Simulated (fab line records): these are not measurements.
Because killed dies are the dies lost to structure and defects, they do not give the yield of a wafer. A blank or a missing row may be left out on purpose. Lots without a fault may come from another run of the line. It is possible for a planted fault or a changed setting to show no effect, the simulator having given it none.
Problem report in the 8D (eight disciplines) form, filled by code -- flow n5 finfet -- the parts of the form that need people (team, actions taken, sign-off) are left out

## 1. WHAT IS WRONG
IOFF_P at N5_BEOL_M4_RC_MEAS_101 reads a mean of 0.51 nA/um on 1 wafer of 1 lot; wafers without a fault read 0.21 nA/um with a standard deviation of 0.037. That puts it +8.1 standard deviations away from the usual mean.
The first sign was on wafer L341.1 at day 13 07:19, on prober-01. At this step, 9 wafers from 3 lots have a number in the record. The rule behind "out" and "out of limits": a value lying over 4 standard deviations away from the usual mean. The rest of the wafers with a number are treated as sound.

## 2. WHAT IT IS, WHAT IT ISN'T
question,is,is not
which readings at this step,"IOFF_P, IOFF_P_85C, SS_P","DIBL_N, IOFF_N, ION_N, SS_N, VT_N"
which lots,L341,"L325, L336"
which wafers of those lots,L341.1,"L341.2, L341.4"
read on which gauges,prober-01,prober-02
when,from day 13 07:19,up to then (8 sound wafers)

## 3. WHAT RULES OUT EACH SUSPECT
Counting: any tool at a process step up to the reading remains a suspect provided it ran every lot that is out. Sound lots after the first of them don't rule it out here, since some wafers of a struck lot are sound.
- the gauge at N5_BEOL_M4_RC_MEAS_101: ruled out. All the wafers that are out were read on prober-01, but those of them that N5_PASSIVATION_PROBE_49 has rows for are out there too, on other tools.
- rie si-02 at N5_SD_EPI_P_SD_RECESS_17 (chemistry HBr/Cl2/O2, target depth 39.1 nm, bt time 3 s): kept. It processed L341, the lot that is out, at day 8 19:24, and its most recent sound lot before then was L336 at day 7 11:29.
- At N5_SD_EPI_P_SD_RECESS_17, inside rie si-02: chamber 0 took the wafers that are out, while their sound lot-mates went through chambers 1, 2.
The count leaves rie si-02 at N5_SD_EPI_P_SD_RECESS_17.

## 4. THE CAUSE (what the simulator had put in)
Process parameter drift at N5_SD_EPI_P_SD_RECESS_17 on rie si-02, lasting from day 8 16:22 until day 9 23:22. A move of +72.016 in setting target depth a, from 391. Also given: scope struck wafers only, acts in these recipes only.
The count eliminated every tool but this one.

## 5. THE CHAIN OF EFFECTS, in route order
Each row: a reading whose mean over the struck wafers that have a number lies more than 3 standard deviations from the usual. Scope: only readings with a usual standard deviation given in the record; hours: median across lots of the time from each lot's start at the first step in this table that gives one to its start at this step; sigmas: change in usual standard deviations.
hours,step,reading,usual,on struck wafers,change,sigmas
0,N5_BEOL_M4_RC_MEAS_101,DIBL_P,36.6 mV/V,42.5,+5.9,+3.1
0,N5_BEOL_M4_RC_MEAS_101,IOFF_P,0.21 nA/um,0.51,+0.30,+8.1
0,N5_BEOL_M4_RC_MEAS_101,IOFF_P_85C,3.6 nA/um,7.8,+4.2,+7.8
0,N5_BEOL_M4_RC_MEAS_101,IOFF_P_LIN,0.097 nA/um,0.139,+0.042,+3.2
0,N5_BEOL_M4_RC_MEAS_101,SS_P,73.4 mV/dec,78.1,+4.7,+7.3
102,N5_PASSIVATION_PROBE_49,sort n pass,1077,989,-88,-5.2
102,N5_PASSIVATION_PROBE_49,sort yield pct,91.3 %,83.8,-7.5,-5.0
Its process steps:
- N5_PASSIVATION_PROBE_49

## 6. WHAT WOULD HAVE CAUGHT IT SOONER
In this record the first reading out of limits at a measuring or inspecting step was taken at day 13 07:19, 111 hours after the fault began at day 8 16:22.
An alarm limit of 4 standard deviations would not have fired on the tool readings at N5_SD_EPI_P_SD_RECESS_17 for which the record gives a usual standard deviation, since none of them was out on any struck wafer.
All the lots that are out (1) had begun N5_SD_EPI_P_SD_RECESS_17 on rie si-02 by day 13 07:19. A hold on the tool at that time would have spared none of them.
